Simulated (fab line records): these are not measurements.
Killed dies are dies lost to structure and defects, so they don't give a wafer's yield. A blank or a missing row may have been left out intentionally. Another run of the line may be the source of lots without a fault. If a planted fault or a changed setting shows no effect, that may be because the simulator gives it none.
A struck lot beside a sound one	flow n5 finfet	15 out of 1938 route steps
Sound: the wafers L534.1, L534.3, L534.5. Wafers struck: L531.2, L531.5. The cause is named last.
Order at every step that has rows: each side's tool, ch and its chambers, its first start. Under that, the readings that differ: sound wafers	struck wafers	difference of the means	sigmas: that difference in standard deviations of wafers without a fault.
alike: same words and numbers on both sides, and readings whose means sit less than 2 such deviations apart. not compared: any withheld reading, any reading some wafer has no value for, any bound like >300 that may hide the same value, and any number with overlapping values for which the record gives no deviation.
Wherever a step has rows on one side only, a row that says differs or no value, or a row with sigmas, the two part there. Numbers that have no deviation but don't overlap get no sigmas and don't part them. Lack of a reading on every wafer of one side parts them only where that side has two or more wafers.

first, 6 steps without rows for these wafers: N5_BEOL_M0_SAQP_COAT_34 (resist thk 30 nm); N5_BEOL_M0_SAQP_EBR_36; N5_BEOL_M0_SAQP_SOFTBAKE_35 (time 60 s); N5_BEOL_M0_SAQP_EXPOSE_37 (exposes mask M0 CUT1, target cd 30 nm); N5_BEOL_M0_SAQP_PEB_38 (peb time 60 s); N5_BEOL_M0_SAQP_DEVELOP_39 (develop time 30 s).
N5_BEOL_M0_SAQP_CD_MEAS_40 targets a cd of 30 nm.
  sound on cd sem-02 ch 0, day 10 10:05; struck on cd sem-02 ch 0, day 9 17:41
  alike: cd nm
N5_BEOL_M0_SAQP_OVL_MEAS_41:
  sound on overlay-02 ch 0, day 10 10:08; struck on overlay-02 ch 0, day 9 17:44
  alike: M0_CUT1_OVL
N5_BEOL_M0_SAQP_INSPECT_42: inspects for defects (brightfield).
  struck on defect inspect-01, day 9 17:47; sound on defect inspect-01, day 10 10:11
  alike: raw defect count
N5_BEOL_M0_SAQP_DESCUM_45: chemistry O2, time 7 s.
  sound on rie diel-06 ch 0,1, day 10 10:13; struck on rie diel-02 ch 0,2, day 9 17:49
  alike: drypump motor current A, oes product au, rf vpp V, showerhead plenum p Torr, throttle valve pct
  not compared: rf hours counter h
N5_BEOL_M0_SAQP_ETCH_88: etches underlayer in N2/H2, target depth 6.5 nm, time 5.2 s.
  sound on rie diel-06 ch 0,1, day 10 10:15; struck on rie diel-02 ch 0,2, day 9 17:51
  alike: drypump motor current A, etch rf on time s, h2 flow sccm, oes product au, rf vpp V, showerhead plenum p Torr, throttle valve pct
  not compared: rf hours counter h
N5_BEOL_M0_SAQP_ETCH_73: etches SiARC in CF4, target depth 19.5 nm, time 32.5 s.
  sound on rie diel-06 ch 0,1, day 10 10:16; struck on rie diel-02 ch 0,2, day 9 17:52
  alike: drypump motor current A, etch rf on time s, oes product au, rf vpp V, showerhead plenum p Torr, throttle valve pct
  not compared: rf hours counter h
N5_BEOL_M0_SAQP_CUT_ETCH_46: etches SOC in N2/H2, target depth 135 nm, overetch 27 nm, time 202.5 s.
  sound on rie diel-06 ch 0,1, day 10 10:18; struck on rie diel-02 ch 0,2, day 9 17:54
reading	sound	struck	difference	sigmas
model.SiARC_of_BEOL_M0_SAQP_COAT_72.thk nm (nm)	4.6 4.2 4.6	7 6.4	+2	
  alike: drypump motor current A, h2 flow sccm, rf vpp V, showerhead plenum p Torr, throttle valve pct
  not compared: rf hours counter h
then, 1 step without rows for these wafers: N5_BEOL_M0_SAQP_STRIP_74 (strips in N2/H2).
-- the record jumps here: 2 days lie between the struck wafers' starts before and after (it left off in module BEOL_M0_SAQP and takes up again in module BEOL_M4, whose first step shown is number 1111 of the route) --
N5_BEOL_M4_RC_MEAS_101:
  sound on prober-02 ch 0, day 12 20:23; struck on prober-01 ch 0, day 12 00:04
reading	sound	struck	difference	sigmas
VT_P (mV)	-253 -252 -250	-242 -246	+8	+2
  alike: DIBL_N, DIBL_P, IOFF_N, IOFF_P, ION_N, ION_P, SS_N, SS_P, VT_N

WHERE THEY PART
Only at N5_BEOL_M4_RC_MEAS_101, within this record.

WHY: what the simulator had put in
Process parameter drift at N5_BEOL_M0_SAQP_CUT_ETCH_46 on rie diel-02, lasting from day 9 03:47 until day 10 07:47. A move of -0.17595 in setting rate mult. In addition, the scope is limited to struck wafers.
